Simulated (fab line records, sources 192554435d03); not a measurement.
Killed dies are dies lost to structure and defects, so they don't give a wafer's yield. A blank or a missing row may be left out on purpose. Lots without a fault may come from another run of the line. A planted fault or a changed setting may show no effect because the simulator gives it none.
Split-lot experiment | flow n5_finfet | 7 lots, 39 wafers read, on a route of 1938 steps

THE SPLIT
At N5_FIN_SAQP_PECVD_06 (deposits a-Si from SiH4/He, target thk 60 nm, time 48.1 s), the setting time_s was moved away from the recipe's 48.1 s on 9 of the 39 wafers read, by -55.2% to +22.1%. The other wafers ran this setting at the recipe's value.

FROM THE SPLIT TO THE READING: what the file shows between them, 5 steps
- N5_FIN_SAQP_THK_MEAS_07
- N5_FIN_SAQP_HM_DEP_72: deposits SiO2 from SiH4/N2O, target thk 12 nm, time 7.2 s
- N5_FIN_SAQP_COAT_49: time 60 s, resist thk 100 nm
- N5_FIN_SAQP_HM_OPEN_73: chemistry CHF3/O2, target SiO2, stops on a-Si, target depth 12 nm, time 16.8 s
- N5_FIN_SAQP_STRIP_74: strips in CHF3/O2

THE READING
oes_product_au, in a.u., at N5_FIN_SAQP_MANDREL_ETCH_22 (etches a-Si in HBr/Cl2, stops on SiNx, target depth 60 nm, bt time 10 s, time 30 s). Fault-free wafers of this fab line usually give 0.771 a.u., standard deviation 0.017 a.u..

wafer  | tool, chamber at the split | time_s as run, s | against the recipe | oes_product_au, a.u. | against lot-mates on the recipe
L074.1 | pecvd-01, 0                | 48.1             | recipe             | 0.794                | -
L074.2 | pecvd-01, 2                | 48.1             | recipe             | 0.757                | -
L074.3 | pecvd-01, 1                | 48.1             | recipe             | 0.780                | -
L074.4 | pecvd-01, 2                | 48.1             | recipe             | 0.769                | -
L074.5 | pecvd-01, 0                | 48.1             | recipe             | 0.771                | -
L074.6 | pecvd-01, 1                | 48.1             | recipe             | 0.775                | -
L075.1 | pecvd-04, 0                | 58.71            | +22.1%             | 0.885                | +0.110
L075.2 | pecvd-04, 2                | 58.71            | +22.1%             | 0.882                | +0.107
L075.3 | pecvd-04, 1                | 58.71            | +22.1%             | 0.872                | +0.097
L075.4 | pecvd-04, 0                | 48.1             | recipe             | 0.769                | -
L075.5 | pecvd-04, 1                | 48.1             | recipe             | 0.785                | -
L075.6 | pecvd-04, 2                | 48.1             | recipe             | 0.770                | -
L077.1 | pecvd-02, 0,1              | 48.1             | recipe             | 0.770                | -
L077.2 | pecvd-02, 2,0              | 48.1             | recipe             | 0.779                | -
L077.3 | pecvd-02, 0,1              | 48.1             | recipe             | 0.759                | -
L077.4 | pecvd-02, 2                | 48.1             | recipe             | 0.732                | -
L077.5 | pecvd-02, 2,0              | 48.1             | recipe             | 0.787                | -
L077.6 | pecvd-02, 1                | 48.1             | recipe             | 0.771                | -
L082.1 | pecvd-02, 2                | 48.1             | recipe             | 0.783                | -
L082.2 | pecvd-02, 0                | 21.56            | -55.2%             | 0.472                | -0.302
L082.3 | pecvd-02, 1                | 48.1             | recipe             | 0.762                | -
L082.4 | pecvd-02, 1                | 21.56            | -55.2%             | 0.510                | -0.264
L082.5 | pecvd-02, 2                | 48.1             | recipe             | 0.776                | -
L082.6 | pecvd-02, 0                | 21.56            | -55.2%             | 0.505                | -0.269
L083.1 | pecvd-01, 0                | 48.1             | recipe             | 0.756                | -
L083.2 | pecvd-01, 1                | 48.1             | recipe             | 0.769                | -
L083.3 | pecvd-01, 2                | 48.1             | recipe             | 0.719                | -
L083.4 | pecvd-01, 1                | 48.1             | recipe             | 0.769                | -
L083.5 | pecvd-01, 0                | 48.1             | recipe             | 0.730                | -
L083.6 | pecvd-01, 2                | 48.1             | recipe             | 0.761                | -
L086.1 | pecvd-04, 2                | 39.51            | -17.9%             | 0.689                | -0.090
L086.2 | pecvd-04, 1                | 48.1             | recipe             | 0.797                | -
L086.3 | pecvd-04, 0                | 39.51            | -17.9%             | 0.656                | -0.123
L086.4 | pecvd-04, 2                | 48.1             | recipe             | 0.788                | -
L086.5 | pecvd-04, 0                | 48.1             | recipe             | 0.751                | -
L086.6 | pecvd-04, 1                | 39.51            | -17.9%             | 0.711                | -0.068
L093.3 | pecvd-01, 0                | 48.1             | recipe             | 0.766                | -
L093.4 | pecvd-01, 1                | 48.1             | recipe             | 0.774                | -
L093.6 | pecvd-01, 2                | 48.1             | recipe             | 0.776                | -
Where a row lists several chambers, the file gives one row for several wafers and doesn't say which wafer went through which chamber.

THE FIT
A straight line over all 39 wafers: oes_product_au changes by +0.00494 a.u. for each +1% of time_s; r = +0.98; the points scatter about the line by 0.018 a.u..
The same after taking each lot's own level away (the mean of its wafers on the recipe; 39 wafers): +0.00501 a.u. for each +1%; r = +0.98; scatter 0.016 a.u..
On that fit, the largest move of time_s shifts the reading by 0.28 a.u..
The lots' own levels span 0.7507 to 0.7787 a.u., that is 1.6 times the standard deviation above.
So the lot-to-lot level changes the slope little: the two slopes agree.
Check: with one of the wafers moved furthest among these (-55.2%) left out of the fit, the line predicts -0.268 a.u. for it against its lot-mates. It came out at -0.302 a.u. against them.

THE WHOLE CHAIN: every reading that the file lists as answering this split, in the file's order
step                        | what it does                                                                       | reading                                                                           | change (the file's fit)                   | r (the file's)
N5_FIN_SAQP_PECVD_06        | deposits a-Si from SiH4/He, target thk 60 nm, time 48.1 s                          | a-Si_of_FIN_SAQP_PECVD_06.thk_nm (the simulator's own value, which no gauge read) | +0.611 nm for each +1% of the setting     | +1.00
N5_FIN_SAQP_THK_MEAS_07     |                                                                                    | thk_nm                                                                            | withheld for each +1% of the setting      | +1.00
N5_FIN_SAQP_MANDREL_ETCH_22 | etches a-Si in HBr/Cl2, stops on SiNx, target depth 60 nm, bt time 10 s, time 30 s | oes_product_au                                                                    | +0.00502 a.u. for each +1% of the setting | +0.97
N5_FIN_SAQP_MANDREL_ETCH_22 | etches a-Si in HBr/Cl2, stops on SiNx, target depth 60 nm, bt time 10 s, time 30 s | etch.depth_nm (the simulator's own value, which no gauge read)                    | +0.611 nm for each +1% of the setting     | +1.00

THE FILE'S OWN FIT
oes_product_au changes by +0.00502 a.u. for each +1% of time_s, r = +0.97.
